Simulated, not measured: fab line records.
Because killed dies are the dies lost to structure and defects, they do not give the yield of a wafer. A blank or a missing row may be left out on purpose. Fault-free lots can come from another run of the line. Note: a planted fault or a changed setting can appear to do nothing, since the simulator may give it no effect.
Comparing a struck lot with a sound one | flow nand-harc | 15 steps out of a route of 1159
Sound: wafers L919.2, L919.4, L919.6. Wafers struck: L929.2, L929.3, L929.5. Last of all comes the cause.
At each step with rows: each side's tool, then ch and its chambers, then its first start. Under that, the readings that differ: sound wafers | struck wafers | difference of the means | sigmas: that difference in standard deviations of wafers without a fault.
alike: a reading whose means differ by less than 2 such deviations, as well as words and numbers matching on both sides. not compared: withheld readings; readings where some wafer has no value; bounds like >300 that might hide an equal value; numbers whose values overlap and for which the record gives no deviation.
The two part at a step that has a row with sigmas, a row that says differs or no value, or rows on one side only. Non-overlapping numbers with no deviation appear without sigmas and do not part them. Lack of a reading on every wafer of one side parts them only where that side has two or more wafers.

first, 1 step without rows for these wafers: NHARC_A_CONTACT_ETCH_138 (etches the open film in C4F8/O2/Ar, time 132 s, target depth 1289 nm).
NHARC_A_CONTACT_ETCH_139: etches the open film in C4F8/O2/Ar, time 137 s, target depth 590 nm.
  sound on har-cap-etch-03 ch 1, day 18 04:38; struck on har-cap-etch-01 ch 0,1, day 21 05:37
  alike: chamber-pressure-mTorr, oes-air-line-au
  not compared: rf-hours-counter-h
NHARC_A_CONTACT_ETCH_92: etches the open film in CH3F/O2, target depth 40 nm, time 85.7 s.
  sound on rie-diel-06 ch 0,1,3, day 18 05:04; struck on rie-diel-06 ch 1,3, day 21 06:02
  reading               | sound             | struck            | difference | sigmas
  oes-product-au (a.u.) | 0.941 0.914 0.927 | 1.003 1.006 1.007 | +0.078     | +3
  alike: chamber-pressure-mTorr, drypump-motor-current-A, rf-vpp-V, showerhead-plenum-p-Torr, throttle-valve-pct
  not compared: rf-hours-counter-h
NHARC_A_CONTACT_ETCH_98: etches the open film in C4F6/O2, target depth 20 nm, time 10 s.
  sound: rie-diel-06 ch 0,2; struck: rie-diel-06 ch 1,2,3
  alike: chamber-pressure-mTorr, drypump-motor-current-A, oes-product-au, rf-vpp-V, showerhead-plenum-p-Torr, throttle-valve-pct
  not compared: rf-hours-counter-h
NHARC_A_CONTACT_CD_MEAS_15:
  struck on cd-sem-02, day 21 06:14; sound on cd-sem-01, day 18 05:17
  alike: cd-nm
then, 3 steps without rows for these wafers: NHARC_A_CONTACT_STRIP_107 (strips in N2/H2); NHARC_A_CONTACT_STRIP_108 (strips in CF4/CHF3); NHARC_A_CONTACT_STRIP_109 (strips in O2/COS).
NHARC_A_CONTACT_ETCH_110: etches the open film in CF4/O2, target depth 50 nm, overetch 5 nm, time 27.5 s.
  sound on rie-diel-06 ch 1,3, day 18 05:35; struck on rie-diel-10 ch 2,3, day 21 06:38
  alike: chamber-pressure-mTorr, drypump-motor-current-A, oes-product-au, rf-vpp-V, showerhead-plenum-p-Torr, throttle-valve-pct
  not compared: rf-hours-counter-h
then, 2 steps without rows for these wafers: NHARC_A_CONTACT_STRIP_26 (strips in O2); NHARC_A_CONTACT_STRIP_27 (strips in post etch residue remover, time 600 s).
NHARC_A_CONTACT_ALD_18: deposits TiN, target thk 3 nm, pulse time 1 s, ald cycles 150.
  sound on ald-metal-03 ch 0,1,2, day 18 06:14; struck on ald-metal-02 ch 0,2,3, day 21 07:22
  alike: heater-power-w, precursor-pulse-height-rel
NHARC_A_CONTACT_CVD_19: deposits W, target thk 300 nm, time 802 s.
  sound on cvd-w-02 ch 0,1, day 18 06:26; struck on cvd-w-01 ch 0,1, day 21 13:24
  no value came back on the struck wafers for any of 5 readings (chamber-pressure-Torr (Torr), heater-power-outer-w (W) and others); on the sound wafers chamber-pressure-Torr (Torr) reads 39.99 40.11 40.08
NHARC_A_CONTACT_CMP_20: polishes, t overpolish 30 s, target thk 300 nm.
  sound on cmp-01 ch 0,2,3, day 18 07:22; struck on cmp-04 ch 0,1,3, day 21 14:12
  reading                | sound          | struck      | difference | sigmas
  time-to-endpoint-s (s) | 61.7 57.8 61.0 | 0.0 0.0 0.0 | -60.2      | -21
  alike: motor-current-A, overpolish-run-s, slurry-flow-ml-min
-- jump in the record: it breaks off in module A_CONTACT and resumes in module END (first step shown: number 1159 of the route), and 2 days separate the struck wafers' starts before and after --
NHARC_END_SORT_01:
  the record has rows for the struck wafers here (prober-02 ch 0, day 23 23:13) and none for the sound ones

## WHERE THEY PART
Earliest at NHARC_A_CONTACT_ETCH_92; latest, in this record, at NHARC_END_SORT_01.

WHY: what had been put in by the simulator
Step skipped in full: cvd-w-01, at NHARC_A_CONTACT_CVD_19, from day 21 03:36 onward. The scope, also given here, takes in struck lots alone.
